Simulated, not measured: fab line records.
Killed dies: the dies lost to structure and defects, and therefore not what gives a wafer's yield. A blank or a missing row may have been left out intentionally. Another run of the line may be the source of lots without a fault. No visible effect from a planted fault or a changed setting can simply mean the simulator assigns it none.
Which of the tools did it?	flow nand-harc	Sampling: 22 lots, 66 wafers, 6 of 1302 route steps

== WHAT THE GAUGES SHOWED, per wafer ==
Not one reading of a measure or inspect step in the record can be checked against a usual standard deviation.

== WHAT TOOL EACH LOT RAN ON (gives the tool, then ch and the chambers of the sampled wafers, and finally the start) ==
lot	NHARC_A_STAIRCASE_DEP_259	NHARC_A_STAIRCASE_HM_OPEN_457	NHARC_A_STAIRCASE_ALD_415	NHARC_A_STAIRCASE_ETCH_444	NHARC_A_SGD_CUT_ETCH_58	NHARC_A_SGD_CUT_ETCH_59
L074	pecvd-04 ch 0,2, day 16 10:58	rie-diel-13 ch 0,3, day 17 06:10 or earlier	ald-hk-04 ch 0,2, day 17 06:10	rie-diel-13 ch 0,3, day 19 00:10	rie-diel-06 ch 0,3, day 19 09:22	rie-diel-06 ch 0,1, no start
L075	pecvd-04 ch 1,2, day 16 22:37	rie-diel-04 ch 0,3, day 17 22:55 or earlier	ald-hk-03 ch 0,3, day 17 22:55	rie-diel-11 ch 0,1,2, day 19 15:34	rie-diel-10 ch 1,2, day 19 23:29	rie-diel-10 ch 0,2,3, no start
L077	pecvd-03 ch 1,2, day 17 16:05	rie-diel-11 ch 0,2, day 18 07:32 or earlier	ald-hk-04 ch 1,2,3, day 18 07:32	rie-diel-13 ch 0,2, day 19 20:08	rie-diel-07 ch 1,2,3, day 20 03:44	rie-diel-07 ch 0,1,2, no start
L078	pecvd-04 ch 1,2, day 18 00:46	rie-diel-04 ch 1,2, day 18 14:49 or earlier	ald-hk-04 ch 0,1,3, day 18 14:49	rie-diel-13 ch 0,1, day 20 08:49	rie-diel-06 ch 0,3, day 20 16:53	rie-diel-06 ch 1,2, no start
L080	pecvd-04 ch 0,1,2, day 19 02:38	rie-diel-04 ch 0,2, day 19 18:46 or earlier	ald-hk-01 ch 1,3, day 19 18:46	rie-diel-13 ch 0,1,3, day 21 12:49	rie-diel-07 ch 0,1,2, day 21 19:54	rie-diel-07 ch 1,2,3, no start
L081	pecvd-02 ch 0,2, day 19 14:10	rie-diel-11 ch 0,1,2, day 20 09:06 or earlier	ald-hk-04 ch 0,1,2, day 20 09:06	rie-diel-11 ch 1,2, day 22 07:38	rie-diel-07 ch 0,3, day 22 15:26	rie-diel-07 ch 0,2,3, no start
L082	pecvd-03 ch 0,1,2, day 19 22:30	rie-diel-11 ch 0,3, day 20 14:11 or earlier	ald-hk-04 ch 0,1,3, day 20 14:11	rie-diel-04 ch 0,1,2, day 22 07:55	rie-diel-10 ch 0,2,3, day 22 14:34	rie-diel-10 ch 0,3, no start
L083	pecvd-03 ch 0,2, day 20 07:22	rie-diel-04 ch 1,2, day 21 00:50 or earlier	ald-hk-03 ch 0,2,3, day 21 00:50	rie-diel-13 ch 0,1,2, day 22 15:56	rie-diel-07 ch 0,1,3, day 23 00:07	rie-diel-07 ch 0,1,3, no start
L084	pecvd-03 ch 0,1,2, day 20 19:47	rie-diel-13 ch 1,2,3, day 21 10:50 or earlier	ald-hk-04 ch 1,2, day 21 10:50	rie-diel-11 ch 2,3, day 23 03:51	rie-diel-06 ch 2,3, day 23 11:29	rie-diel-06 ch 1,2, no start
L085	pecvd-02 ch 1,2, day 20 20:01	rie-diel-04 ch 0,2,3, day 21 11:49 or earlier	ald-hk-03 ch 1,2,3, day 21 11:49	rie-diel-04 ch 0,2,3, day 23 04:10	rie-diel-07 ch 1,2,3, day 23 11:16	rie-diel-07 ch 1,2, no start
L087	pecvd-02 ch 0,2, day 21 06:56	rie-diel-11 ch 0,1,2, day 21 22:11 or earlier	ald-hk-03 ch 0,1,3, day 21 22:11	rie-diel-11 ch 1,2,3, day 23 13:01	rie-diel-07 ch 2,3, day 23 19:41	rie-diel-07 ch 0,3, no start
L086	pecvd-04 ch 0,1, day 21 08:43	rie-diel-11 ch 0,2,3, day 22 00:11 or earlier	ald-hk-01 ch 0,1,2, day 22 00:11	rie-diel-13 ch 2,3, day 23 11:50	rie-diel-10 ch 0,1,3, day 23 21:00	rie-diel-10 ch 0,2,3, no start
L088	pecvd-03 ch 0,1, day 22 05:56	rie-diel-13 ch 1,2,3, day 22 21:04 or earlier	ald-hk-04 ch 1,3, day 22 21:04	rie-diel-04 ch 0,2, day 24 09:23	rie-diel-06 ch 1,2, day 24 17:31	rie-diel-06 ch 0,2,3, no start
L089	pecvd-04 ch 0,1,2, day 22 23:20	rie-diel-11 ch 2,3, day 23 17:16 or earlier	ald-hk-01 ch 1,3, day 23 17:16	rie-diel-13 ch 2,3, day 25 11:47	rie-diel-10 ch 1,2, day 25 20:14	rie-diel-10 ch 1,3, no start
L090	pecvd-04 ch 0,1,2, day 23 03:05	rie-diel-13 ch 0,2,3, day 23 17:24 or earlier	ald-hk-04 ch 0,3, day 23 17:24	rie-diel-13 ch 0,1,3, day 25 14:39	rie-diel-07 ch 2,3, day 25 22:48	rie-diel-07 ch 0,2, no start
L092	pecvd-04 ch 0,1, day 24 02:16	rie-diel-11 ch 0,3, day 24 23:55 or earlier	ald-hk-04 ch 0,2,3, day 24 23:55	rie-diel-11 ch 0,1,2, day 26 11:01	rie-diel-10 ch 2,3, day 26 18:36	rie-diel-10 ch 2,3, no start
L091	pecvd-02 ch 0,2, day 24 02:41	rie-diel-04 ch 0,2,3, day 24 20:17 or earlier	ald-hk-04 ch 0,1,2, day 24 20:17	rie-diel-13 ch 0,2,3, day 26 10:52	rie-diel-07 ch 0,2, day 26 18:45	rie-diel-07 ch 0,1,2, no start
L093	pecvd-03 ch 0,1, day 24 13:54	rie-diel-13 ch 0,1,2, day 25 06:45 or earlier	ald-hk-04 ch 0,1,2, day 25 06:45	rie-diel-04 ch 1,2,3, day 26 20:41	rie-diel-06 ch 0,1,2, day 27 04:53	rie-diel-06 ch 1,2,3, no start
L095	pecvd-03 ch 0,1,2, day 25 18:56	rie-diel-13 ch 0,2,3, day 26 09:28 or earlier	ald-hk-01 ch 1,3, day 26 09:28	rie-diel-04 ch 1,2, day 28 05:09	rie-diel-10 ch 0,2, day 28 13:13	rie-diel-10 ch 0,1,3, no start
L094	pecvd-03 ch 1,2, day 25 22:10	rie-diel-13 ch 1,2,3, day 26 17:20 or earlier	ald-hk-03 ch 1,2,3, day 26 17:20	rie-diel-04 ch 1,2,3, day 28 13:03	rie-diel-07 ch 2,3, day 28 20:47	rie-diel-07 ch 2,3, no start
L096	pecvd-03 ch 1,2, day 26 02:26	rie-diel-04 ch 0,1,3, day 26 23:31 or earlier	ald-hk-03 ch 0,2,3, day 26 23:31	rie-diel-13 ch 0,2,3, day 28 17:18	rie-diel-10 ch 0,1,3, day 29 01:22	rie-diel-10 ch 1,2,3, no start
L097	pecvd-03 ch 0,2, day 26 15:53	rie-diel-04 ch 0,1, day 27 07:03 or earlier	ald-hk-03 ch 0,1,2, day 27 07:03	rie-diel-11 ch 0,3, day 28 17:08	rie-diel-06 ch 0,1,2, day 29 01:03	rie-diel-06 ch 1,2, no start
- NHARC_A_STAIRCASE_DEP_259: deposits SiON, target thk 30 nm.
- NHARC_A_STAIRCASE_HM_OPEN_457: chemistry O2/COS.
- NHARC_A_STAIRCASE_ALD_415: deposits SiO2, target thk 30 nm, pulse time 6 s, ald cycles 300.
- NHARC_A_STAIRCASE_ETCH_444: etches the open film in C4F8/O2, target depth 20400 nm, time 6800 s.
- NHARC_A_SGD_CUT_ETCH_58: etches the open film in CF4, target depth 39 nm, time 65 s.
- NHARC_A_SGD_CUT_ETCH_59: etches the open film in N2/H2, target depth 260 nm, time 406.25 s.

== WHAT THE TOOLS THEMSELVES READ (means of the sampled wafers that have a number; where no wafer has one, the mark that the record gives instead) ==
NHARC_A_STAIRCASE_DEP_259. Usual: 747 W for heater-power-w, sd 76.
lot	tool	heater-power-w (W)	flag
L074	pecvd-04	717	
L075	pecvd-04	702	
L077	pecvd-03	783	
L078	pecvd-04	717	
L080	pecvd-04	722	
L081	pecvd-02	743	
L082	pecvd-03	831	
L083	pecvd-03	714	
L084	pecvd-03	789	
L085	pecvd-02	708	
L087	pecvd-02	787	
L086	pecvd-04	752	
L088	pecvd-03	791	
L089	pecvd-04	723	
L090	pecvd-04	708	
L092	pecvd-04	782	
L091	pecvd-02	667	
L093	pecvd-03	744	
L095	pecvd-03	740	
L094	pecvd-03	770	
L096	pecvd-03	840	
L097	pecvd-03	768	

NHARC_A_STAIRCASE_HM_OPEN_457. Usual: chamber-pressure-mTorr 20.001 mTorr, standard deviation 0.017; drypump-motor-current-A 5.6 A, standard deviation 0.46; oes-product-au 1.000 a.u., standard deviation 0.0095; rf-vpp-V 468 V, standard deviation 3.5; showerhead-plenum-p-Torr 3.17 Torr, standard deviation 0.16; throttle-valve-pct 28.331 %, standard deviation 0.0085.
lot	tool	chamber-pressure-mTorr (mTorr)	drypump-motor-current-A (A)	oes-product-au (a.u.)	rf-vpp-V (V)	showerhead-plenum-p-Torr (Torr)	throttle-valve-pct (%)	flag
L074	rie-diel-13	20.004	6.3	1.017	463	2.99	28.326	
L075	rie-diel-04	20.006	5.5	0.990	465	3.02	28.326	
L077	rie-diel-11	19.995	5.7	1.001	465	3.03	28.331	
L078	rie-diel-04	20.021	5.1	1.009	467	3.11	28.346	
L080	rie-diel-04	19.990	6.0	0.999	466	3.07	28.337	
L081	rie-diel-11	20.005	5.7	1.003	470	3.22	28.330	
L082	rie-diel-11	19.999	5.4	0.990	471	3.34	28.337	
L083	rie-diel-04	19.983	5.1	1.007	467	3.11	28.323	
L084	rie-diel-13	19.992	5.7	1.002	467	3.14	28.332	
L085	rie-diel-04	20.016	5.6	0.998	465	2.99	28.330	
L087	rie-diel-11	19.998	5.7	0.998	469	3.22	28.336	
L086	rie-diel-11	20.011	5.6	0.998	472	3.32	28.334	
L088	rie-diel-13	20.008	5.7	1.001	467	3.14	28.338	
L089	rie-diel-11	20.000	5.6	0.988	470	3.29	28.329	
L090	rie-diel-13	19.993	6.1	1.000	469	3.22	28.339	
L092	rie-diel-11	20.005	5.4	0.999	471	3.32	28.334	
L091	rie-diel-04	20.014	5.6	0.991	467	3.15	28.334	
L093	rie-diel-13	20.010	5.6	0.999	469	3.20	28.325	
L095	rie-diel-13	19.989	6.0	1.011	470	3.21	28.323	
L094	rie-diel-13	19.992	5.7	1.000	469	3.28	28.333	
L096	rie-diel-04	19.995	5.5	0.996	466	3.08	28.331	
L097	rie-diel-04	19.982	5.4	1.004	468	3.17	28.334	

NHARC_A_STAIRCASE_ALD_415. Usual: heater-power-w 444 W, standard deviation 52; precursor-pulse-height-rel 0.997, standard deviation 0.02.
lot	tool	heater-power-w (W)	precursor-pulse-height-rel	flag
L074	ald-hk-04	440	0.995	
L075	ald-hk-03	397	0.997	
L077	ald-hk-04	466	0.991	
L078	ald-hk-04	503	0.976	
L080	ald-hk-01	412	0.998	
L081	ald-hk-04	480	1.008	
L082	ald-hk-04	509	1.021	
L083	ald-hk-03	410	0.999	
L084	ald-hk-04	439	0.992	
L085	ald-hk-03	387	0.993	
L087	ald-hk-03	392	1.011	
L086	ald-hk-01	419	1.002	
L088	ald-hk-04	506	0.992	
L089	ald-hk-01	420	0.990	
L090	ald-hk-04	490	1.000	
L092	ald-hk-04	479	1.004	
L091	ald-hk-04	491	1.008	
L093	ald-hk-04	489	0.999	
L095	ald-hk-01	421	0.988	
L094	ald-hk-03	396	0.996	
L096	ald-hk-03	406	0.998	
L097	ald-hk-03	410	1.005	

NHARC_A_STAIRCASE_ETCH_444. Usual: chamber-pressure-mTorr 25.002 mTorr, standard deviation 0.028; oes-product-au 0.931 a.u., standard deviation 0.016; rf-vpp-V 809 V, standard deviation 5.6.
lot	tool	chamber-pressure-mTorr (mTorr)	oes-product-au (a.u.)	rf-vpp-V (V)	flag
L074	rie-diel-13	24.989	0.934	802	
L075	rie-diel-11	25.011	0.971	810	
L077	rie-diel-13	25.001	0.924	809	
L078	rie-diel-13	25.020	0.923	808	
L080	rie-diel-13	24.985	0.935	805	
L081	rie-diel-11	24.987	0.924	810	
L082	rie-diel-04	24.990	0.928	805	
L083	rie-diel-13	24.990	0.921	810	
L084	rie-diel-11	24.998	0.918	813	
L085	rie-diel-04	25.000	0.915	801	
L087	rie-diel-11	25.004	0.922	809	
L086	rie-diel-13	24.997	0.965	812	
L088	rie-diel-04	24.988	0.971	810	
L089	rie-diel-13	24.983	0.931	810	
L090	rie-diel-13	25.027	0.932	811	
L092	rie-diel-11	25.016	0.919	809	
L091	rie-diel-13	24.996	0.932	809	
L093	rie-diel-04	25.013	0.924	809	
L095	rie-diel-04	25.023	0.926	814	
L094	rie-diel-04	24.967	0.917	809	
L096	rie-diel-13	24.999	0.932	809	
L097	rie-diel-11	24.993	0.926	813	

NHARC_A_SGD_CUT_ETCH_58. Usual: chamber-pressure-mTorr 50.00 mTorr, standard deviation 0.045; drypump-motor-current-A 5.8 A, standard deviation 0.44; oes-product-au 0.999 a.u., standard deviation 0.0097; rf-vpp-V 151.8 V, standard deviation 0.95; showerhead-plenum-p-Torr 1.81 Torr, standard deviation 0.06; throttle-valve-pct 13.284 %, standard deviation 0.0093.
lot	tool	chamber-pressure-mTorr (mTorr)	drypump-motor-current-A (A)	oes-product-au (a.u.)	rf-vpp-V (V)	showerhead-plenum-p-Torr (Torr)	throttle-valve-pct (%)	flag
L074	rie-diel-06	49.99	5.9	0.987	152.3	1.81	13.296	
L075	rie-diel-10	49.99	5.8	0.999	150.2	1.71	13.285	
L077	rie-diel-07	50.00	5.6	0.995	153.0	1.86	13.285	
L078	rie-diel-06	50.00	5.9	0.992	152.1	1.81	13.277	
L080	rie-diel-07	49.98	5.6	1.003	151.9	1.84	13.292	
L081	rie-diel-07	50.01	6.0	0.999	152.0	1.82	13.272	
L082	rie-diel-10	50.02	5.8	0.993	151.8	1.80	13.285	
L083	rie-diel-07	50.04	6.0	0.996	152.1	1.83	13.281	
L084	rie-diel-06	50.04	5.6	1.001	152.1	1.82	13.288	
L085	rie-diel-07	50.01	5.6	0.987	151.7	1.85	13.286	
L087	rie-diel-07	49.97	5.4	0.997	152.7	1.87	13.282	
L086	rie-diel-10	50.00	5.9	1.003	151.3	1.74	13.282	
L088	rie-diel-06	49.98	5.9	1.004	152.4	1.82	13.279	
L089	rie-diel-10	49.95	5.7	0.997	150.8	1.77	13.281	
L090	rie-diel-07	49.99	5.8	0.989	151.3	1.86	13.287	
L092	rie-diel-10	50.01	5.5	1.008	151.8	1.84	13.283	
L091	rie-diel-07	50.01	5.6	1.006	151.6	1.83	13.275	
L093	rie-diel-06	49.96	5.9	0.994	152.3	1.82	13.289	
L095	rie-diel-10	49.96	6.2	1.005	151.3	1.76	13.281	
L094	rie-diel-07	50.00	5.8	1.010	151.9	1.86	13.289	
L096	rie-diel-10	50.00	5.9	0.991	152.0	1.74	13.276	
L097	rie-diel-06	50.00	5.9	1.010	152.2	1.82	13.288	

NHARC_A_SGD_CUT_ETCH_59. Usual: for chamber-pressure-mTorr, 29.997 mTorr with a standard deviation of 0.028; for drypump-motor-current-A, 5.8 A with a standard deviation of 0.43; for n2-flow-sccm, 150.0 sccm with a standard deviation of 0.45; for oes-product-au, 1.000 a.u. with a standard deviation of 0.0093; for rf-vpp-V, 432.0 V with a standard deviation of 2.3; for showerhead-plenum-p-Torr, 2.09 Torr with a standard deviation of 0.077; for throttle-valve-pct, 14.172 % with a standard deviation of 0.0089.
lot	tool	chamber-pressure-mTorr (mTorr)	drypump-motor-current-A (A)	n2-flow-sccm (sccm)	oes-product-au (a.u.)	rf-vpp-V (V)	showerhead-plenum-p-Torr (Torr)	throttle-valve-pct (%)	flag
L074	rie-diel-06	30.010	6.3	150.5	0.999	432.4	2.11	14.171	
L075	rie-diel-10	29.996	5.8	149.9	0.995	431.9	2.08	14.163	
L077	rie-diel-07	29.999	5.6	150.3	1.003	433.0	2.13	14.182	
L078	rie-diel-06	29.980	5.9	150.0	0.993	432.3	2.11	14.164	
L080	rie-diel-07	29.999	5.6	149.7	1.005	433.7	2.15	14.172	
L081	rie-diel-07	29.984	5.7	150.4	1.005	433.5	2.14	14.169	
L082	rie-diel-10	29.989	6.1	150.0	1.000	430.4	2.04	14.173	
L083	rie-diel-07	29.968	6.0	149.7	0.992	432.9	2.11	14.165	
L084	rie-diel-06	30.001	5.9	149.7	1.006	432.3	2.11	14.173	
L085	rie-diel-07	29.975	5.2	150.1	1.005	434.3	2.17	14.169	
L087	rie-diel-07	29.997	6.1	150.3	0.991	432.5	2.12	14.175	
L086	rie-diel-10	29.991	5.8	149.8	0.998	432.1	2.08	14.175	
L088	rie-diel-06	29.992	5.8	149.9	1.008	432.0	2.10	14.183	
L089	rie-diel-10	29.968	5.7	149.6	0.995	428.0	1.97	14.178	
L090	rie-diel-07	30.016	5.7	150.0	1.000	432.5	2.12	14.170	
L092	rie-diel-10	29.969	5.5	149.8	0.997	433.0	2.13	14.161	
L091	rie-diel-07	30.002	5.5	150.3	1.008	433.1	2.13	14.173	
L093	rie-diel-06	30.012	5.7	150.3	1.000	432.4	2.10	14.168	
L095	rie-diel-10	30.006	5.9	149.8	0.988	429.3	2.01	14.172	
L094	rie-diel-07	30.006	5.4	149.4	1.009	434.0	2.17	14.175	
L096	rie-diel-10	30.000	5.6	150.6	0.990	430.7	2.05	14.166	
L097	rie-diel-06	29.987	5.5	149.9	1.010	432.5	2.11	14.172	

== THE ANSWER, worked out from the rows above alone ==
Rule: a lot is off if the mean of its wafers that have a number lies more than 3 standard deviations from the usual mean. Also off: a lot with no number at a reading for which 4 or more lots have one. Where the step has rows for the other lots, those lots are counted as sound. First the gauges in route order, then the tools' own readings, where a lot's mean is used as printed above. At the first step where some lot is off, the reading lying furthest off is the one used; lots without a number count as furthest.
Nothing can be told from this: no lot is off at any reading shown.

== WHAT WAS PUT IN BY THE SIMULATOR ==
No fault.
